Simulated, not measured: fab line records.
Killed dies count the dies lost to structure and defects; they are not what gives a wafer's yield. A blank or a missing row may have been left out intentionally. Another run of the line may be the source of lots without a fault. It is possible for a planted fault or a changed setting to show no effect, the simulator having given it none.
3 desks, one fault    flow nandHarc    numbers are kept per desk, each desk with only its own; the story behind them comes last

## METROLOGY DESK
What the gauges read, lot by lot, whatever tool the lot ran on: means of the sampled wafers that have a number. The brackets show how far a lot's mean lies from the usual mean; more than 4 standard deviations puts the lot out of limits, marked OUT.
Columns: A = thkNm at NHARC_A_ONON_D1_THK_MEAS_05, usual 1002 nm; B = cdNm at NHARC_A_CHANNEL_HOLE_D1_CD_MEAS_10, usual 100.3 nm; C = cdNm at NHARC_A_CHANNEL_HOLE_D1_CD_MEAS_30, usual 90.8 nm
lot   first seen here  A     B                C
L978  day 10 03:20     1008  100.6            91.1
L980  day 10 03:41     1011  100.2            90.8
L981  day 10 03:42     994   100.3            90.4
L983  day 10 13:15     995   101.2            93.1
L982  day 10 18:01     998   100.5            90.6
L990  day 11 03:04     1002  99.8             90.0
L991  day 11 11:31     1004  107.0 (+12) OUT  96.7 (+4.9) OUT
L993  day 11 11:32     1004  106.1 (+11) OUT  97.4 (+5.5) OUT
L996  day 12 03:39     999   100.0            89.5
L997  day 12 08:19     1010  100.7            91.9
L100  day 12 23:32     993   101.1            92.7
Finding of this desk: L991, L993 out of limits; the first was L991 at day 12 03:25, on cdNm at NHARC_A_CHANNEL_HOLE_D1_CD_MEAS_10. L978, L980, L981, L983, L982, L990, L996, L997, L100: within limits.

## FOR THE TOOL OWNER'S DESK: arfiScanner-02
The tool's own readings at NHARC_A_CHANNEL_HOLE_D1_EXPOSE_07 (exposes mask HOLE D1, target cd 100 nm): means of the sampled wafers that have a number, for each lot that ran on this tool. The brackets show how far a lot's mean lies from the usual mean; more than 4 standard deviations puts the lot out of limits, marked OUT.
Columns: A = exposureDoseMJCm2 at NHARC_A_CHANNEL_HOLE_D1_EXPOSE_07, usual 59.66
lot   first seen here  A
L981  day 10 22:40     59.64
L983  day 11 09:50     59.55
L991  day 12 03:16     69.59 (+99 or more) OUT
L993  day 12 05:06     67.64 (+99 or more) OUT
Finding of this desk: L991, L993 out of limits; the first was L991 at day 12 03:16, on exposureDoseMJCm2 at NHARC_A_CHANNEL_HOLE_D1_EXPOSE_07. L981, L983: within limits.

## THE DEFECT DESK
For each lot, the counts of the inspections along the route, averaged over the sampled wafers that have a number. The brackets show how far a lot's mean lies from the usual mean; more than 4 standard deviations puts the lot out of limits, marked OUT.
Columns: A = rawDefectCount at NHARC_A_ONON_D1_INSPECT_32, usual 70
lot   first seen here  A
L980  day 10 17:44     73
L981  day 10 18:00     56
L978  day 10 18:21     126
L982  day 11 05:44     64
L983  day 11 06:24     50
L990  day 11 16:09     71
L991  day 12 00:20     45
L993  day 12 00:43     58
L996  day 12 16:11     53
L997  day 12 21:56     66
L100  day 13 14:23     56
Result from this desk: across the 11 lots, nothing is out of limits.

## PUT TOGETHER
At day 12 03:16, on L991, L993, the tool owner's desk was in a position to raise an alarm.
On L991, L993, the metrology desk was in a position to raise an alarm at day 12 03:25.
No out-of-limits result turned up at the defect desk.
The defect desk has L991, L993 on record, within its limits.
All the named lots went through NHARC_A_CHANNEL_HOLE_D1_EXPOSE_07 on arfiScanner-02.

## WHAT THE SIMULATOR HAD INSERTED
Process parameter drift: arfiScanner-02, from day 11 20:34 on, at NHARC_A_CHANNEL_HOLE_D1_EXPOSE_07. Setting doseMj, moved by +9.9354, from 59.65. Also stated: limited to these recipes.
Shown lots that were struck: L991, L993.
Delay (hours) between the fault's onset and each desk's first out-of-limits reading: 7 at the tool owner's desk, 7 at the metrology desk.
